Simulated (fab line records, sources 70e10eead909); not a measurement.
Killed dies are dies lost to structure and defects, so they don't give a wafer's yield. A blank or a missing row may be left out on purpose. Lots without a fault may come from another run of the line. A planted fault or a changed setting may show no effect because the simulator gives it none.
fab line records | flow nand_harc
record lots=7 wafers=15 last_day=32
route steps=1302 shown A_STAIRCASE@879 A_SGD_CUT@890 END@1302
lots that met no fault: from a run of the same line without faults
start_h: hours from the record's first day to the start of the lot's first wafer shown | wait_h: hours since the lot's step before | " the same as in the row above | L1.1+2: a row that stands for several wafers | - no value, or no start given | * or withheld: withheld | < > ~ a bound
route shown NAME@n: a module of which the file shows steps, and the number in the route of the first | usual: mean/standard deviation of fault-free wafers | same: alike in all rows | chamber/n: place in a boat | sites: the reading at each site | _std_site: their standard deviation | _edge_site: outer sites' mean less inner sites' | radius_mm: how far each site lies from the wafer's centre | mask NAME#n: copy n | behind: the tool/chamber that last shaped the wafer | hold: why the lot was held/for how many hours/how that ended | device: the transistor (n, p or np) that didn't switch | end of line: the same wafers' tests at the end of the route | a step without rows: its recipe alone | killed: dies lost to structure and defects at the first sort, not the wafer's yield | map: a wafer's dies, x killed, . not, _ none there
set.NAME: the setting as run; set.NAME@STEP: as run at that earlier step | model.NAME: the simulator's own value behind a step, which no gauge read
lots at some steps of the route; a table a step, a row a wafer
services: from which hour (start_h, from the record's first day; less than 0 if before it) a tool's chamber was out of use, for how many hours, and why
## steps
# step NHARC_A_STAIRCASE_SRD_154
# step NHARC_A_STAIRCASE_ETCH_403
# recipe target_depth_a=1082 chemistry=dHF material=SiO2
# step NHARC_A_STAIRCASE_ETCHBACK_422
# recipe target_depth_a=400 over_etch_frac=0.3 time_s=74.286 ion_energy_ev=120 ch3f_flow_sccm=50 o2_flow_sccm=30 ar_flow_sccm=200 rf_w=500 bias_w=100 chemistry=CH3F/O2
# usual chamber_pressure_mTorr=25.000/0.029 drypump_motor_current_A=5.8/0.47 oes_product_au=0.96/0.04 rf_fwd_power_W=495.6/1.9 rf_vpp_V=244.8/1.7 showerhead_plenum_p_Torr=2.49/0.11 throttle_valve_pct=20.663/0.0087
# columns lot.wafer tool chamber start_h wait_h chamber_pressure_mTorr drypump_motor_current_A oes_product_au rf_fwd_power_W rf_hours_counter_h rf_vpp_V showerhead_plenum_p_Torr throttle_valve_pct
L687.4 rie_diel-06 1 431.92 0.1 25.033 5.5 0.91 493.1 36 242.9 2.34 20.669
L687.3 " 0 " " 24.959 6.1 0.95 493.0 35 243.3 2.39 20.671
L687.5 " 1 " " 25.015 5.5 0.92 491.6 - 243.9 2.34 20.657
L700.4 rie_diel-08 3 558.71 0.2 25.013 5.1 1.00 495.2 2 245.5 2.50 20.654
L700.5 " 0 " " 25.033 6.0 1.02 497.0 - 247.6 2.63 20.660
L700.6 " 1 " " 25.012 5.5 0.98 496.2 - 243.1 2.46 20.665
L703.2 rie_diel-06 1 592.79 0.2 25.015 5.6 0.95 496.6 42 242.6 2.32 20.676
L702.6 rie_diel-08 1 592.88 0.2 25.023 5.5 0.99 496.3 - 245.3 2.45 20.665
L704.5 rie_diel-08 2 593.06 0.2 24.972 6.4 0.99 498.2 - 244.3 2.44 20.675
L706.4 rie_diel-08 2 617.68 0.1 24.965 6.4 0.96 493.5 27 244.9 2.44 20.662
L706.3 " 0 " " 24.998 6.0 0.99 492.3 23 247.1 2.63 20.676
L706.6 " 2 " " 25.018 6.3 0.97 495.1 - 245.2 2.44 20.673
L710.2 rie_diel-08 3 644.01 0.1 25.042 5.1 1.00 496.3 35 245.4 2.48 20.669
L710.4 " 0 " " 24.976 6.1 1.02 497.7 31 245.1 2.62 20.667
L710.6 " 0 " " 25.029 6.1 1.03 496.6 - 247.3 2.62 20.671
# step NHARC_A_STAIRCASE_ETCH_423
# recipe target_depth_a=300 chemistry=dHF material=SiO2
# step NHARC_A_STAIRCASE_ETCHBACK_157
# recipe target_depth_a=900 over_etch_frac=0.3 time_s=167.14 ion_energy_ev=120 ch3f_flow_sccm=50 o2_flow_sccm=30 ar_flow_sccm=200 rf_w=500 bias_w=100 chemistry=CH3F/O2
# usual chamber_pressure_mTorr=25.002/0.022 drypump_motor_current_A=5.7/0.47 oes_product_au=0.96/0.038 rf_fwd_power_W=497.6/1.6 rf_vpp_V=244.9/1.8 showerhead_plenum_p_Torr=2.50/0.12 throttle_valve_pct=20.663/0.0082
# columns lot.wafer tool chamber start_h wait_h chamber_pressure_mTorr drypump_motor_current_A oes_product_au rf_fwd_power_W rf_hours_counter_h rf_vpp_V showerhead_plenum_p_Torr throttle_valve_pct
L687.3 rie_diel-08 0 432.28 0.1 25.008 6.1 1.00 497.1 20 245.9 2.65 20.678
L687.4 " 2 " " 25.016 6.3 1.02 496.6 19 244.7 2.47 20.666
L687.5 " 1 " " 24.974 5.5 1.01 497.2 - 244.7 2.47 20.663
L700.4 rie_diel-10 1 559.07 0.2 25.000 5.6 0.99 497.6 30 246.0 2.60 20.668
L700.6 " 3 " " 25.053 5.8 0.91 497.3 - 244.6 2.47 20.668
L700.5 " 0 " " 24.967 5.0 0.92 496.6 - 247.4 2.62 20.658
L703.2 rie_diel-08 1 593.14 0.1 25.031 5.5 0.99 496.9 14 243.9 2.45 20.666
L702.6 rie_diel-06 3 593.29 0.2 25.014 6.2 0.91 494.9 - 243.0 2.36 20.663
L704.5 rie_diel-08 3 593.45 0.2 25.021 5.1 1.00 499.0 - 244.5 2.49 20.656
L706.4 rie_diel-06 3 618.10 0.2 25.031 6.2 0.90 494.9 46 242.3 2.36 20.669
L706.3 " 0 " " 25.016 6.2 0.92 495.3 53 242.6 2.37 20.662
L706.6 " 3 " " 25.041 6.2 0.90 498.2 - 243.6 2.36 20.664
L710.4 rie_diel-06 1 644.38 0.2 24.997 5.6 0.94 495.8 59 240.7 2.31 20.661
L710.2 " 3 " " 24.982 6.2 0.91 496.8 57 243.0 2.36 20.673
L710.6 " 2 " " 25.004 6.3 0.92 500.0 - 246.5 2.61 20.669
# step NHARC_A_STAIRCASE_STRIP_475
# recipe time_s=20 o2_flow_sccm=500 ar_flow_sccm=0 bias_w=0 chemistry=O2
# usual chamber_pressure_mTorr=60.00/0.052 drypump_motor_current_A=5.7/0.46 oes_product_au=1.000/0.016 rf_vpp_V=57.9/0.97 showerhead_plenum_p_Torr=3.57/0.16 throttle_valve_pct=17.036/0.0099
# columns lot.wafer tool chamber start_h wait_h chamber_pressure_mTorr drypump_motor_current_A oes_product_au rf_hours_counter_h rf_vpp_V showerhead_plenum_p_Torr throttle_valve_pct
L687.3 rie_diel-08 0 - - 59.91 6.1 1.011 21 57.5 3.80 17.058
L687.4 " 1 " " 59.90 5.5 1.016 19 58.5 3.55 17.014
L687.5 " 3 " " 59.97 5.1 1.003 - 57.4 3.61 17.041
L700.4 rie_diel-10 3 - - 59.93 5.7 0.978 35 59.3 3.54 17.027
L700.5 " 1 " " 59.99 5.5 0.989 - 59.5 3.72 17.047
L700.6 " 2 " " 60.05 5.1 1.002 - 58.5 3.76 17.021
L703.2 rie_diel-08 3 - - 60.06 5.1 1.029 19 58.1 3.57 17.034
L702.6 rie_diel-06 0 - - 60.01 6.1 1.007 - 58.0 3.40 17.053
L704.5 rie_diel-08 1 - - 59.96 5.5 0.996 - 57.2 3.52 17.049
L706.4 rie_diel-06 0 - - 60.04 6.1 1.010 53 59.4 3.40 17.034
L706.3 " 1 " " 59.98 5.6 1.027 49 57.5 3.33 17.035
L706.6 " 3 " " 60.02 6.2 0.987 - 58.0 3.39 17.044
L710.2 rie_diel-06 0 - - 60.00 6.2 0.993 58 58.5 3.40 17.040
L710.4 " 3 " " 60.02 6.2 0.980 57 58.2 3.39 17.065
L710.6 " 1 " " 59.88 5.5 1.017 - 57.4 3.32 17.023
# step NHARC_A_STAIRCASE_DEP_471
# recipe target_thk_a=1000 temp_c=400 pressure_torr=6.5 rf_w=900 teos_flow_sccm=161.4 flow_sccm=2650 target_thk_nm=100 gas=O2 material=SiO2
# usual heater_power_outer_w=338/48 heater_power_w=607/93 rf_fwd_power_W=896.0/2.9 throttle_valve_pct=16.3/0.52
# columns lot.wafer tool chamber start_h wait_h heater_power_outer_w heater_power_w rf_fwd_power_W throttle_valve_pct
L687.3 pecvd-04 2 432.59 - 262 494 894.8 16.4
L687.5 " 2 " " 268 503 897.7 16.1
L687.4 " 0 " " 319 660 897.7 16.9
L700.5 pecvd-02 2 559.40 - 385 574 895.0 16.5
L700.4 " 0 " " 250 463 898.3 17.1
L700.6 " 1 " " 417 638 894.6 15.0
L703.2 pecvd-04 0 593.70 - 439 847 901.1 16.5
L702.6 pecvd-04 1 593.94 - 299 515 890.8 16.6
L704.5 pecvd-04 1 594.11 - 320 570 895.6 16.7
L706.3 pecvd-02 0 618.38 - 301 550 896.8 16.5
L706.6 " 0 " " 299 551 901.3 16.7
L706.4 " 1 " " 377 596 893.6 14.8
L710.2 pecvd-04 2 644.85 - 282 523 900.2 16.2
L710.4 " 0 " " 418 821 893.1 16.1
L710.6 " 2 " " 293 535 897.2 15.8
# step NHARC_A_STAIRCASE_CMP_472
# recipe material=SiO2
# step NHARC_A_STAIRCASE_SRD_474
# step NHARC_A_STAIRCASE_INSPECT_155
# usual raw_defect_count=390/96
# columns lot.wafer tool chamber start_h wait_h raw_defect_count
L687.3 defect_inspect-01 - 433.19 0.1 403
L687.4 " - " " 395
L687.5 " - " " 488
L700.4 defect_inspect-01 - 559.93 0.1 358
L700.5 " - " " 376
L700.6 " - " " 445
L703.2 defect_inspect-02 - 594.30 0.1 419
L702.6 defect_inspect-01 - 594.47 0.1 424
L704.5 defect_inspect-01 - 594.65 0.1 607
L706.3 defect_inspect-01 - 619.01 0.1 350
L706.4 " - " " 310
L706.6 " - " " 409
L710.2 defect_inspect-02 - 645.41 0.1 324
L710.4 " - " " 347
L710.6 " - " " 235
# step NHARC_A_SGD_CUT_DEP_00
# recipe target_thk_a=500 temp_c=400 target_thk_nm=50 flow_sccm=200 rf_w=450 material=SiNx
# usual heater_power_outer_w=448/52 heater_power_w=758/90 rf_fwd_power_W=448.0/1.5
# columns lot.wafer tool chamber start_h wait_h heater_power_outer_w heater_power_w rf_fwd_power_W
L687.3 pecvd-01 2 433.74 0.6 424 745 447.0
L687.4 " 2 " " 423 747 445.7
L687.5 " 0 " " 388 657 447.1
L700.5 pecvd-04 0 560.08 0.2 440 861 449.5
L700.6 " 1 " " 462 747 445.6
L700.4 " 2 " " 466 770 447.0
L703.2 pecvd-01 2 594.36 0.1 413 742 448.0
L702.6 pecvd-01 2 594.62 0.1 470 803 450.7
L704.5 pecvd-01 2 594.80 0.2 451 747 447.8
L706.3 pecvd-04 1 619.14 0.1 424 683 447.6
L706.4 " 2 " " 427 748 448.1
L706.6 " 0 " " 534 981 447.1
L710.2 pecvd-04 0 645.47 0.1 463 858 447.7
L710.6 " 0 " " 471 870 446.9
L710.4 " 1 " " 438 733 446.7
# step NHARC_A_SGD_CUT_DEHYDRATE_01
# recipe temp_c=150 time_s=120
# step NHARC_A_SGD_CUT_HMDS_02
# recipe time_s=30
# step NHARC_A_SGD_CUT_COAT_56
# recipe temp_c=260 time_s=75
# step NHARC_A_SGD_CUT_COAT_57
# recipe temp_c=225 time_s=65
# step NHARC_A_SGD_CUT_COAT_03
# recipe spin_rpm=1500 resist_thk_nm=90
# step NHARC_A_SGD_CUT_SOFTBAKE_04
# recipe temp_c=105 time_s=55
# step NHARC_A_SGD_CUT_EBR_05
# step NHARC_A_SGD_CUT_EXPOSE_06
# recipe na=1.35 dose_mj=85.59 mask_id=SGD
# step NHARC_A_SGD_CUT_PEB_07
# recipe peb_temp_c=100 peb_time_s=65
# step NHARC_A_SGD_CUT_DEVELOP_08
# recipe develop_time_s=35 dev_temp_c=23
# step NHARC_A_SGD_CUT_CD_MEAS_09
# recipe target_cd_nm=100 landing_energy_ev=500
# usual cd_nm=100.0/0.54
# columns lot.wafer tool chamber start_h wait_h cd_nm
L687.3 cd_sem-01 0 434.47 - 100.0
L687.4 " 0 " " 99.7
L687.5 " 0 " " 100.1
L700.4 cd_sem-01 0 560.83 - 99.5
L700.5 " 0 " " 99.6
L700.6 " 0 " " 99.5
L703.2 cd_sem-01 0 595.09 - 99.9
L702.6 cd_sem-03 0 595.27 - 99.7
L704.5 cd_sem-03 0 595.44 - 100.4
L706.3 cd_sem-01 0 619.80 - 99.4
L706.4 " 0 " " 100.3
L706.6 " 0 " " 99.9
L710.2 cd_sem-02 0 646.20 - 101.3
L710.4 " 0 " " 100.6
L710.6 " 0 " " 99.4
# step NHARC_A_SGD_CUT_OVL_MEAS_10
# usual overlay_x_nm=0.1/0.89 overlay_y_nm=0.3/0.86
# columns lot.wafer tool chamber start_h wait_h overlay_x_nm overlay_y_nm
L687.3 overlay-02 - 434.55 - 0.8 -0.3
L687.4 " - " " 1.7 -0.9
L687.5 " - " " 1.4 0.0
L700.4 overlay-02 - 560.91 - -0.3 1.3
L700.5 " - " " -0.3 0.8
L700.6 " - " " -0.2 1.1
L703.2 overlay-01 - 595.17 - 0.7 2.2
L702.6 overlay-01 - 595.35 - 0.0 0.6
L704.5 overlay-01 - 595.52 - -2.2 0.9
L706.3 overlay-01 - 619.89 - 1.3 -0.3
L706.4 " - " " 1.3 -0.4
L706.6 " - " " 1.4 -0.3
L710.2 overlay-02 - 646.29 - -0.3 -1.2
L710.4 " - " " -0.2 -1.1
L710.6 " - " " -0.5 -1.1
# step NHARC_A_SGD_CUT_INSPECT_11
# usual raw_defect_count=54/31
# columns lot.wafer tool chamber start_h wait_h hold raw_defect_count
L687.3 defect_inspect-01 - 434.59 0.0 - 69
L687.4 " - " " - 61
L687.5 " - " " - 48
L700.4 defect_inspect-02 - 560.95 0.0 - 79
L700.5 " - " " - 92
L700.6 " - " " - 76
L703.2 defect_inspect-02 - 595.21 0.0 await_dispo/0.2h/release 569
L703.2 defect_inspect-02 - 595.38 0.2 - 569
L702.6 defect_inspect-01 - 595.39 0.0 await_dispo/0.2h/release 537
L702.6 defect_inspect-01 - 595.56 0.2 - 538
L704.5 defect_inspect-01 - 595.56 0.0 await_dispo/0.2h/release 468
L704.5 defect_inspect-01 - 595.73 0.2 - 468
L706.3 defect_inspect-01 - 619.92 0.0 - 96
L706.4 " - " " - 96
L706.6 " - " " - 93
L710.2 defect_inspect-01 - 646.32 0.0 - 87
L710.4 " - " " - 97
L710.6 " - " " - 81
# step NHARC_A_SGD_CUT_DESCUM_14
# recipe time_s=3 o2_flow_sccm=200 ar_flow_sccm=0 bias_power_w=0 chemistry=O2
# usual chamber_pressure_mTorr=60.00/0.058 drypump_motor_current_A=5.9/0.44 oes_product_au=1.000/0.013 rf_vpp_V=57.8/0.75 showerhead_plenum_p_Torr=1.93/0.069 throttle_valve_pct=11.312/0.0085
# columns lot.wafer tool chamber start_h wait_h hold chamber_pressure_mTorr drypump_motor_current_A oes_product_au rf_hours_counter_h rf_vpp_V showerhead_plenum_p_Torr throttle_valve_pct
L687.4 rie_diel-03 3 434.65 0.1 - 59.95 5.3 0.988 7 57.2 1.91 11.316
L687.3 " 0 " " - 59.92 5.3 0.978 6 58.3 2.02 11.313
L687.5 " 3 " " - 59.97 5.3 0.999 - 57.0 1.91 11.331
L700.4 rie_diel-03 2 561.02 0.1 - 60.02 6.2 0.992 4 57.7 1.98 11.321
L700.5 " 0 " " - 60.02 5.3 0.989 - 58.8 2.02 11.312
L700.6 " 1 " " - 60.06 6.3 0.996 - 58.6 1.89 11.308
L703.2 rie_diel-07 0 597.00 1.6 await_dispo/1.5h/release 60.03 6.6 0.999 7 58.2 1.81 11.304
L702.6 rie_diel-03 2 599.80 4.2 await_dispo/4.1h/release 59.96 6.2 0.994 - 58.3 1.98 11.307
L704.5 rie_diel-11 0 600.15 4.4 await_dispo/4.1h/release 60.07 5.8 0.980 - 58.2 1.87 11.323
L706.4 rie_diel-03 3 619.98 0.1 - 60.03 5.3 1.011 7 57.7 1.91 11.308
L706.3 " 1 " " - 59.98 6.2 0.998 7 57.8 1.88 11.312
L706.6 " 3 " " - 59.94 5.3 1.014 - 57.8 1.91 11.313
L710.2 rie_diel-11 1 646.39 0.1 - 59.91 6.5 1.013 2 59.4 2.01 11.312
L710.4 " 0 " " - 60.06 5.8 1.008 2 57.6 1.87 11.309
L710.6 " 2 " " - 60.09 5.9 0.973 - 57.7 1.94 11.306
# step NHARC_END_SORT_01
# recipe temp_c=25
# usual killed_at_array=56/19 killed_at_other=0.6/1 killed_at_periphery=3.9/2.7 killed_dies=61/19 killed_open=3.3/1.9 killed_short=2.4/1.7
# same gross_dies=677
# columns lot.wafer tool chamber start_h wait_h killed_at_array killed_at_other killed_at_periphery killed_dies killed_open killed_short
L704.5 prober-01 0 733.59 3.7 101 2 2 105 8 3
L703.2 prober-02 0 736.86 2.8 157 0 4 161 1 3
L702.6 prober-02 0 738.26 4.0 133 1 3 137 3 1
# killed by level:class
L704.5 A_SGD_CUT:unspecified=74 A_CHANNEL_HOLE_D1:chamber_film_flake=11 A_SLIT:chamber_film_flake=4 A_ONON_D1:geometric_particle:open=3 A_ONON_D1:geometric_particle:short=2 A_CHANNEL_FILL_D1:geometric_particle:open=2 P_M1:geometric_particle:open=1 A_CONTACT:geometric_particle:open=1
L703.2 A_SGD_CUT:unspecified=79 A_CHANNEL_HOLE_D1:chamber_film_flake=29 A_SLIT:chamber_film_flake=25 A_CHANNEL_HOLE_D2:chamber_film_flake=15 A_WL_FILL:chamber_film_flake=3 P_M2:chamber_film_flake=2 A_CHANNEL_HOLE_D1:geometric_particle:short=1 A_CHANNEL_FILL_D1:geometric_particle:short=1
L702.6 A_SGD_CUT:unspecified=80 A_SLIT:chamber_film_flake=22 A_CHANNEL_HOLE_D2:chamber_film_flake=16 A_CHANNEL_HOLE_D1:chamber_film_flake=9 A_CONTACT:chamber_film_flake=2 P_GATE:geometric_particle:open=1 P_CONTACT:geometric_particle:open=1 P_M1:geometric_particle:short=1
# map L702.6 (x killed, . not)
____________.____________
_________......._________
_______........x.x_______
______...........xx______
_____............xxx_____
____............xx.xx____
____............xxxxx____
___...............xxx.___
___................x..___
__.....................__
__................x.x..__
_........x.............._
_.....xx.xxx............_
_......xxxxxxx.........._
_....xxxxxxxx..........._
_....xxxxxxxxx.........._
.....xxxxxxxxx...........
....xxxxxxxxx............
......xxxxxxxxx..........
......xxxxxxxx.........x.
.....xxxxxxxx.....x......
_....x.xxxxxxxx........._
_.....xxxxxx.x.........._
_......xx.xxxx.........._
_.......xxxxx..........._
_.......x.x............._
__.............x.......__
__..x.....xxx..........__
___.......x...........___
___x..........x.......___
____......x..........____
____.................____
_____........x......_____
______.............______
_______..........._______
_________......._________
____________x____________
# map L703.2 (x killed, . not)
____________.____________
_________......._________
_______x.......x.._______
______............x______
_____..........xxxxx_____
____...............x.____
____.............xxxx____
___.............xxxxxx___
___x.....x.....x.xxxx.___
__.............xxxxxxxx__
__................xx.x.__
_...x..x...x......xxxx.x_
_......x.xxx......x.x.x._
_.....xxxxxxx..x...x...._
_....xxxxxxxxxx....x...._
_...xxxxxxxxxx.........._
.....xxxxxxxx............
x....xxxxxxxx............
.....xxxxxxx.............
.....xxxxxxxx............
......xxxxxxx............
_......xxxxxxx.........._
_.......xxxx.x.x........_
_......xx.xxx..........._
_........xx.xx.........._
_.......xxxxxx.........._
__....x.x..x.......x...__
__..........x.........x__
___.........x.........___
___......x............___
____...............xx____
____................x____
_____..............._____
______.............______
_______.........x._______
_________......._________
____________.____________
## services
# columns tool chamber start_h hours kind
pecvd-02 - 408.30 13.0 pm
rie_diel-10 - 420.00 9.0 pm
pecvd-01 - 423.94 1.6 repair
pecvd-04 - 450.04 13.0 pm
rie_diel-03 - 458.40 9.0 pm
rie_diel-10 1 466.77 17.7 repair
rie_diel-03 1 468.58 11.4 repair
rie_diel-06 2 474.45 7.3 repair
rie_diel-06 - 484.37 9.0 pm
rie_diel-10 - 491.56 33.9 repair
pecvd-01 - 491.97 0.3 repair
rie_diel-03 2 500.16 7.8 repair
rie_diel-03 1 512.51 11.7 repair
rie_diel-08 - 541.65 3.1 repair
rie_diel-08 - 544.84 9.0 pm
rie_diel-03 - 551.85 0.4 repair
rie_diel-06 3 558.29 5.9 repair
pecvd-01 0 580.86 3.9 repair
pecvd-02 2 585.28 3.6 repair
pecvd-02 - 589.30 13.0 pm
rie_diel-08 1 607.41 5.6 repair
rie_diel-03 - 612.98 0.4 repair
pecvd-04 - 631.04 13.0 pm
rie_diel-03 - 635.40 9.0 pm
## key
first_sign step=NHARC_A_SGD_CUT_INSPECT_11 reading=visit direction=added
effect step=NHARC_A_SGD_CUT_INSPECT_11 reading=raw_defect_count direction=up sigmas=15 usual=54 struck=525
effect step=NHARC_END_SORT_01 reading=killed_at_array direction=up sigmas=4 usual=56 struck=130
more_kills_born_at NHARC_A_SGD_CUT_DEP_00@pecvd-01=233
met_at NHARC_A_SGD_CUT_DEP_00
struck_wafers L702.6,L703.2,L704.5
tester_left_out L702,L703,L704
fault kind=chamber_particle_source tool=pecvd-01 chamber=2 onset_h=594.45 steps=NHARC_A_SGD_CUT_DEP_00 rate_per_visit_cm2=0.72789 end_h=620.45
# tester_left_out: of these lots the tester's yield and bins aren't shown, on N5 and GAA mostly nor the transistor test; their killed dies are dies lost to structure and defects alone, not to doping, threshold or leakage, so they don't give the yield
